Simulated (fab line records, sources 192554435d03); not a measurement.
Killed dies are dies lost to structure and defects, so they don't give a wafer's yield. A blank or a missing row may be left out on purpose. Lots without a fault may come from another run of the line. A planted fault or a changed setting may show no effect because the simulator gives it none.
fab line records | flow n5_finfet
record lots=6 wafers=18 last_day=18
route steps=1938 shown WELL_APT@24 BEOL_M4@1111
lots that met no fault: from a run of the same line without faults
start_h: hours from the record's first day to the start of the lot's first wafer shown | wait_h: hours since the lot's step before | " the same as in the row above | L1.1+2: a row that stands for several wafers | - no value, or no start given | * or withheld: withheld | < > ~ a bound
route shown NAME@n: a module of which the file shows steps, and the number in the route of the first | usual: mean/standard deviation of fault-free wafers | same: alike in all rows | chamber/n: place in a boat | sites: the reading at each site | _std_site: their standard deviation | _edge_site: outer sites' mean less inner sites' | radius_mm: how far each site lies from the wafer's centre | mask NAME#n: copy n | behind: the tool/chamber that last shaped the wafer | hold: why the lot was held/for how many hours/how that ended | device: the transistor (n, p or np) that didn't switch | end of line: the same wafers' tests at the end of the route | a step without rows: its recipe alone | killed: dies lost to structure and defects at the first sort, not the wafer's yield | map: a wafer's dies, x killed, . not, _ none there
set.NAME: the setting as run; set.NAME@STEP: as run at that earlier step | model.NAME: the simulator's own value behind a step, which no gauge read
lots at some steps of the route; a table a step, a row a wafer
services: from which hour (start_h, from the record's first day; less than 0 if before it) a tool's chamber was out of use, for how many hours, and why
## steps
# step N5_WELL_APT_EXPOSE_05
# recipe mask_id=NWELL na=0.8 source_shape=conventional sigma_outer=0.8 polarization=unpolarized defocus_nm=0 target_cd_nm=200 dose_mj=20.3
# step N5_WELL_APT_PEB_06
# recipe peb_temp_c=130 peb_time_s=90
# step N5_WELL_APT_DEVELOP_07
# recipe develop_time_s=45 rinse_liquid=surfactant_rinse dry=air_spin dev_temp_c=21
# step N5_WELL_APT_HARDBAKE_12
# recipe temp_c=130 time_s=120
# step N5_WELL_APT_CD_MEAS_08
# recipe target_cd_nm=200 landing_energy_ev=500 detector=se_inlens
# usual cd_nm=200.3/1.2
# columns lot.wafer tool chamber start_h wait_h cd_nm
L830.1 cd_sem-02 0 13.74 - 199.6
L830.5 " 0 " " 198.4
L830.6 " 0 " " 199.4
L831.4 cd_sem-02 0 19.71 - 200.2
L831.5 " 0 " " 200.0
L831.6 " 0 " " 199.7
L838.1 cd_sem-02 0 61.87 - 202.3
L838.3 " 0 " " 200.2
L838.6 " 0 " " 201.2
L844.2 cd_sem-02 0 97.82 - 201.2
L844.3 " 0 " " 200.3
L844.6 " 0 " " 201.5
L847.2 cd_sem-03 0 115.91 - 201.4
L847.3 " 0 " " 201.1
L847.6 " 0 " " 201.2
L851.1 cd_sem-02 0 139.60 - 200.8
L851.3 " 0 " " 200.2
L851.5 " 0 " " 199.2
# step N5_WELL_APT_OVL_MEAS_09
# recipe points_per_wafer=44
# usual NWELL_OVL=1/4.8
# columns lot.wafer tool chamber start_h wait_h NWELL_OVL[nm]
L830.1 overlay-01 0 13.77 0.0 -4
L830.5 " 0 " " -2
L830.6 " 0 " " 3
L831.4 overlay-02 0 19.74 0.0 -1
L831.5 " 0 " " 9
L831.6 " 0 " " -9
L838.1 overlay-02 0 61.90 0.0 3
L838.3 " 0 " " 7
L838.6 " 0 " " -2
L844.2 overlay-02 0 97.84 0.0 6
L844.3 " 0 " " -2
L844.6 " 0 " " 3
L847.2 overlay-02 0 115.94 0.0 9
L847.3 " 0 " " 1
L847.6 " 0 " " 5
L851.1 overlay-01 0 139.63 0.0 3
L851.3 " 0 " " 2
L851.5 " 0 " " -2
# step N5_WELL_APT_INSPECT_10
# recipe mode=adi inspect_instrument=macro
# usual raw_defect_count=2.0/1.5
# columns lot.wafer tool chamber start_h wait_h raw_defect_count
L830.1 defect_inspect-02 - 13.80 0.0 2
L830.5 " - " " 4
L830.6 " - " " 4
L831.4 defect_inspect-01 - 19.76 0.0 1
L831.5 " - " " 3
L831.6 " - " " 0
L838.1 defect_inspect-01 - 61.92 0.0 5
L838.3 " - " " 1
L838.6 " - " " 3
L844.2 defect_inspect-01 - 97.87 0.0 1
L844.3 " - " " 0
L844.6 " - " " 1
L847.2 defect_inspect-01 - 115.96 0.0 2
L847.3 " - " " 2
L847.6 " - " " 0
L851.1 defect_inspect-02 - 139.65 0.0 1
L851.3 " - " " 2
L851.5 " - " " 3
# step N5_WELL_APT_DESCUM_13
# recipe chemistry=O2 time_s=7.9 source_power_w=50 bias_power_w=20 pressure_mtorr=20 rf_frequency_hz=2.712e+07 temp_c=40 o2_flow_sccm=225
# usual drypump_motor_current_A=5.6/0.36 oes_product_au=0.79/0.099 rf_vpp_V=243.6/1.2 showerhead_plenum_p_Torr=2.12/0.066 throttle_valve_pct=20.48/0.29
# columns lot.wafer tool chamber start_h wait_h drypump_motor_current_A oes_product_au rf_hours_counter_h rf_vpp_V showerhead_plenum_p_Torr throttle_valve_pct
L830.1 rie_diel-06 0 14.02 0.2 5.5 0.77 137 244.1 2.10 20.18
L830.5 " 0 " " 5.4 0.78 - 244.8 2.10 20.17
L830.6 " 1 " " 5.3 0.82 - 243.6 2.03 20.65
L831.4 rie_diel-06 0 19.89 0.1 5.5 0.77 - 242.5 2.10 20.17
L831.5 " 3 " " 6.5 0.74 - 245.4 2.17 20.42
L831.6 " 1 " " 5.3 0.82 - 242.2 2.03 20.64
L838.1 rie_diel-06 3 61.95 0.0 6.5 0.73 167 244.8 2.17 20.49
L838.3 " 1 " " 5.3 0.80 94 241.4 2.03 20.67
L838.6 " 1 " " 5.3 0.82 - 243.0 2.03 20.68
L844.2 rie_diel-06 3 97.93 0.1 6.5 0.73 179 244.0 2.16 20.48
L844.3 " 1 " " 5.3 0.79 104 241.5 2.02 20.69
L844.6 " 1 " " 5.3 0.79 - 243.3 2.02 20.70
L847.2 rie_diel-03 1 115.99 0.0 5.6 0.71 213 241.8 2.08 20.51
L847.3 " 3 " " 5.7 0.68 - 243.7 2.15 20.96
L847.6 " 1 " " 5.6 0.71 - 242.1 2.08 20.51
L851.1 rie_diel-06 0 139.96 0.3 5.5 0.74 180 243.7 2.08 20.22
L851.3 " 2 " " 5.0 0.83 78 241.9 2.02 20.52
L851.5 " 2 " " 5.0 0.83 - 244.1 2.02 20.52
# step N5_WELL_APT_IMPLANT_14
# recipe species=P energy_kev=160 dose_cm2=1.5e+13 tilt_deg=0 rotation_deg=0
# step N5_WELL_APT_IMPLANT_15
# recipe species=As energy_kev=25 dose_cm2=1.5e+13 tilt_deg=0 rotation_deg=0
# step N5_WELL_APT_STRIP_16
# recipe chemistry=SPM time_s=900 temp_c=130 h2so4_h2o2_vol_ratio=4 dry=ipa_marangoni
# step N5_WELL_APT_HMDS_18
# recipe time_s=60 temp_c=120
# step N5_WELL_APT_COAT_19
# recipe spin_rpm=1357 resist_thk_nm=950
# usual spin_speed_rpm=1357.0/1.1
# columns lot.wafer tool chamber start_h wait_h spin_speed_rpm model.coat_of_WELL_APT_COAT_19.thk_nm
L830.1 litho_track-03 0 14.83 - 1357.2 951.2
L830.5 " 0 " " 1357.0 950.9
L830.6 " 0 " " 1356.4 950.3
L831.4 litho_track-01 0 20.62 - 1356.0 950.2
L831.5 " 0 " " 1357.4 950.1
L831.6 " 0 " " 1356.0 946.5
L838.1 litho_track-01 0 62.72 - 1482.6 905.5
L838.3 " 0 " " 1482.2 905
L838.6 " 0 " " 1482.6 908.4
L844.2 litho_track-01 0 98.87 - 1483.1 902.9
L844.3 " 0 " " 1481.8 908.2
L844.6 " 0 " " 1481.9 908.8
L847.2 litho_track-04 0 116.80 - 1356.7 950.3
L847.3 " 0 " " 1356.5 946
L847.6 " 0 " " 1354.9 948.3
L851.1 litho_track-04 0 140.74 - 1357.4 948.9
L851.3 " 0 " " 1357.0 947.6
L851.5 " 0 " " 1356.4 948.7
# step N5_WELL_APT_EBR_21
# recipe solvent=PGMEA ebr_width_mm=1.5
# step N5_WELL_APT_SOFTBAKE_20
# recipe temp_c=130 time_s=60
# step N5_WELL_APT_EXPOSE_22
# recipe mask_id=PWELL na=0.8 source_shape=conventional sigma_outer=0.8 polarization=unpolarized defocus_nm=0 target_cd_nm=200 dose_mj=23.2
# step N5_WELL_APT_PEB_23
# recipe peb_temp_c=130 peb_time_s=90
# step N5_WELL_APT_DEVELOP_24
# recipe develop_time_s=45 rinse_liquid=surfactant_rinse dry=air_spin dev_temp_c=21
# step N5_WELL_APT_HARDBAKE_29
# recipe temp_c=130 time_s=120
# step N5_WELL_APT_CD_MEAS_25
# recipe target_cd_nm=200 landing_energy_ev=500 detector=se_inlens
# usual cd_nm=199.6/1.5
# columns lot.wafer tool chamber start_h wait_h cd_nm
L830.1 cd_sem-02 0 15.10 - 199.4
L830.5 " 0 " " 201.5
L830.6 " 0 " " 198.8
L831.4 cd_sem-03 0 21.02 - 200.2
L831.5 " 0 " " 200.3
L831.6 " 0 " " 199.1
L838.1 cd_sem-01 0 63.11 - 203.4
L838.3 " 0 " " 203.2
L838.6 " 0 " " 202.1
L844.2 cd_sem-02 0 99.26 - 201.8
L844.3 " 0 " " 201.0
L844.6 " 0 " " 203.1
L847.2 cd_sem-01 0 117.07 - 199.7
L847.3 " 0 " " 201.4
L847.6 " 0 " " 199.5
L851.1 cd_sem-02 0 141.00 - 200.5
L851.3 " 0 " " 200.1
L851.5 " 0 " " 199.0
# step N5_WELL_APT_OVL_MEAS_26
# recipe points_per_wafer=44
# usual PWELL_OVL=0/6.3
# columns lot.wafer tool chamber start_h wait_h PWELL_OVL[nm]
L830.1 overlay-02 0 15.13 0.0 0
L830.5 " 0 " " 0
L830.6 " 0 " " -4
L831.4 overlay-01 0 21.04 0.0 5
L831.5 " 0 " " 1
L831.6 " 0 " " 9
L838.1 overlay-02 0 63.14 0.0 -9
L838.3 " 0 " " -9
L838.6 " 0 " " 6
L844.2 overlay-02 0 99.29 0.0 -4
L844.3 " 0 " " 1
L844.6 " 0 " " 2
L847.2 overlay-01 0 117.09 0.0 -2
L847.3 " 0 " " -2
L847.6 " 0 " " -2
L851.1 overlay-01 0 141.03 0.0 -3
L851.3 " 0 " " -12
L851.5 " 0 " " -8
# step N5_WELL_APT_INSPECT_27
# recipe mode=adi inspect_instrument=macro
# usual raw_defect_count=2.0/1.2
# columns lot.wafer tool chamber start_h wait_h raw_defect_count
L830.1 defect_inspect-02 - 15.15 0.0 3
L830.5 " - " " 2
L830.6 " - " " 1
L831.4 defect_inspect-02 - 21.07 0.0 1
L831.5 " - " " 2
L831.6 " - " " 1
L838.1 defect_inspect-02 - 63.16 0.0 1
L838.3 " - " " 0
L838.6 " - " " 3
L844.2 defect_inspect-02 - 99.31 0.0 2
L844.3 " - " " 1
L844.6 " - " " 1
L847.2 defect_inspect-01 - 117.12 0.0 1
L847.3 " - " " 2
L847.6 " - " " 4
L851.1 defect_inspect-02 - 141.06 0.0 5
L851.3 " - " " 3
L851.5 " - " " 2
# step N5_WELL_APT_DESCUM_30
# recipe chemistry=O2 time_s=7.9 source_power_w=50 bias_power_w=20 pressure_mtorr=20 rf_frequency_hz=2.712e+07 temp_c=40 o2_flow_sccm=225
# usual drypump_motor_current_A=5.6/0.38 oes_product_au=0.79/0.092 rf_vpp_V=243.6/1.3 showerhead_plenum_p_Torr=2.12/0.068 throttle_valve_pct=20.4/0.31
# columns lot.wafer tool chamber start_h wait_h drypump_motor_current_A oes_product_au rf_hours_counter_h rf_vpp_V showerhead_plenum_p_Torr throttle_valve_pct model.coat_of_WELL_APT_COAT_19.thk_nm
L830.1 rie_diel-06 3 15.21 0.1 6.5 0.75 149 243.6 2.17 20.4 933.1
L830.5 " 3 " " 6.5 0.75 - 244.7 2.17 20.4 932.8
L830.6 " 2 " " 5.0 0.88 - 242.8 2.03 20.5 932.2
L831.4 rie_diel-06 3 21.13 0.1 6.5 0.75 - 244.1 2.17 20.4 932.1
L831.5 " 1 " " 5.3 0.81 - 242.7 2.03 20.7 931.9
L831.6 " 0 " " 5.4 0.77 - 243.6 2.10 20.2 928.3
L838.1 rie_diel-03 1 63.20 0.0 5.5 0.73 190 240.8 2.09 20.5 887.4
L838.3 " 3 " " 5.6 0.71 216 244.0 2.16 20.9 886.9
L838.6 " 3 " " 5.7 0.70 - 244.5 2.16 20.9 890.3
L844.2 rie_diel-03 3 99.51 0.2 5.7 0.69 230 244.8 2.15 20.9 884.8
L844.3 " 0 " " 5.0 0.93 13 243.8 2.06 20.5 890
L844.6 " 0 " " 5.1 0.92 - 242.6 2.06 20.5 890.6
L847.2 rie_diel-04 0 117.15 0.0 5.4 0.85 39 245.7 2.23 20.7 932.2
L847.3 " 2 " " 5.7 0.90 24 244.5 2.13 19.9 927.9
L847.6 " 2 " " 5.7 0.91 - 244.5 2.13 19.8 930.1
L851.1 rie_diel-04 3 141.09 0.0 5.5 0.92 21 244.5 2.13 19.9 930.7
L851.3 " 0 " " 5.4 0.84 48 245.9 2.23 20.7 929.4
L851.5 " 1 " " 5.7 0.67 - 243.9 2.15 20.6 930.5
# step N5_WELL_APT_IMPLANT_31
# recipe species=B energy_kev=60 dose_cm2=1.5e+13 tilt_deg=0 rotation_deg=0
# step N5_BEOL_M4_RC_MEAS_101
# usual DIBL_N=36.4/1.4 DIBL_P=36.3/1.8 IOFF_N=0.163/0.024 IOFF_P=0.21/0.034 ION_N=673/11 ION_P=461/7.4 SS_N=71.6/0.52 SS_P=73.3/0.58 VT_N=249.4/2.5 VT_P=-250/3.5
# columns lot.wafer tool chamber start_h wait_h DIBL_N[mV/V] DIBL_P[mV/V] IOFF_N[nA/um] IOFF_P[nA/um] ION_N[uA/um] ION_P[uA/um] SS_N[mV/dec] SS_P[mV/dec] VT_N[mV] VT_P[mV]
L830.1 prober-02 0 167.98 0.0 35.4 34.2 0.145 0.17 670 457 70.8 73.4 249.5 -256
L830.5 " 0 " " 34.0 32.1 0.119 0.15 660 447 70.7 72.3 255.6 -256
L830.6 " 0 " " 36.3 35.4 0.157 0.19 670 455 71.6 73.8 252.5 -253
L831.4 prober-02 0 171.12 0.5 39.4 40.4 0.228 0.27 679 461 72.8 74.5 245.1 -249
L831.5 " 0 " " 36.9 37.2 0.180 0.23 667 455 71.5 72.9 249.7 -249
L831.6 " 0 " " 35.9 36.5 0.157 0.20 679 468 71.0 72.3 248.3 -250
L838.1 prober-02 0 212.28 0.0 35.1 36.5 0.148 0.23 663 463 71.6 73.5 250.2 -251
L838.3 " 0 " " 35.9 36.8 0.160 0.24 678 469 71.8 74.0 249.4 -247
L838.6 " 0 " " 35.7 36.5 0.161 0.23 669 465 72.0 73.3 250.6 -249
L844.2 prober-01 0 258.07 0.2 37.5 37.5 0.201 0.25 678 462 72.1 73.9 247.8 -248
L844.3 " 0 " " 37.8 38.8 0.212 0.27 681 466 72.2 73.9 247.0 -246
L844.6 " 0 " " 34.7 35.5 0.158 0.21 678 466 71.9 73.9 249.5 -249
L847.2 prober-01 0 266.76 0.2 35.9 36.8 0.161 0.21 685 467 71.5 73.3 248.3 -249
L847.3 " 0 " " 35.8 36.6 0.169 0.20 693 466 70.8 72.5 246.7 -248
L847.6 " 0 " " 35.4 35.5 0.153 0.19 673 458 70.7 72.3 248.1 -251
L851.1 prober-02 0 303.08 0.0 36.6 37.1 0.174 0.23 684 471 71.2 73.2 246.6 -247
L851.3 " 0 " " 34.5 33.6 0.128 0.18 667 461 70.7 71.8 250.9 -250
L851.5 " 0 " " 37.4 37.7 0.185 0.24 687 471 71.4 72.7 246.8 -248
## services
# columns tool chamber start_h hours kind
rie_diel-04 0 2.96 - clean
rie_diel-04 0 2.96 - consumable_replace:focus_ring
rie_diel-04 0 2.96 - consumable_replace:showerhead
rie_diel-04 0 2.96 15.3 scheduled_down
rie_diel-04 0 2.96 15.3 vent_cycle
rie_diel-04 2 18.60 - clean
rie_diel-04 2 18.60 - consumable_replace:focus_ring
rie_diel-04 2 18.60 32.3 scheduled_down
rie_diel-04 2 18.60 32.3 vent_cycle
rie_diel-06 2 19.45 22.1 repair
rie_diel-03 3 22.21 6.4 repair
rie_diel-03 0 39.72 - clean
rie_diel-03 0 39.72 - consumable_replace:focus_ring
rie_diel-03 0 39.72 26.3 scheduled_down
rie_diel-03 0 39.72 26.3 vent_cycle
rie_diel-06 1 51.39 1.4 repair
rie_diel-04 3 66.26 - clean
rie_diel-04 3 66.26 - consumable_replace:focus_ring
rie_diel-03 2 69.94 - clean
rie_diel-03 2 69.94 - consumable_replace:focus_ring
rie_diel-03 2 69.94 - consumable_replace:showerhead
rie_diel-03 2 69.94 13.2 scheduled_down
rie_diel-03 2 69.94 13.2 vent_cycle
rie_diel-03 0 111.09 14.0 repair
## key
first_sign step=N5_WELL_APT_COAT_19 reading=spin_speed_rpm direction=up sigmas=99+ usual=* struck=*
effect step=N5_WELL_APT_CD_MEAS_25 reading=cd_nm direction=up sigmas=1.9 usual=199.6 struck=202.4
model_effect step=N5_WELL_APT_COAT_19 value=coat_of_WELL_APT_COAT_19.thk_nm without=947.5 struck=906.5
model_effect step=N5_WELL_APT_DESCUM_30 value=coat_of_WELL_APT_COAT_19.thk_nm without=929.4 struck=888.3
met_at N5_WELL_APT_COAT_19
struck_wafers L838.1,L838.3,L838.6,L844.2,L844.3,L844.6
onset_between 20.62 62.72
fault kind=process_parameter_drift tool=litho_track-01 chamber=- onset_h=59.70 steps=N5_WELL_APT_COAT_19 channel=spin_rpm offset=* shape=step end_h=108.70 acts_in=* stated=*
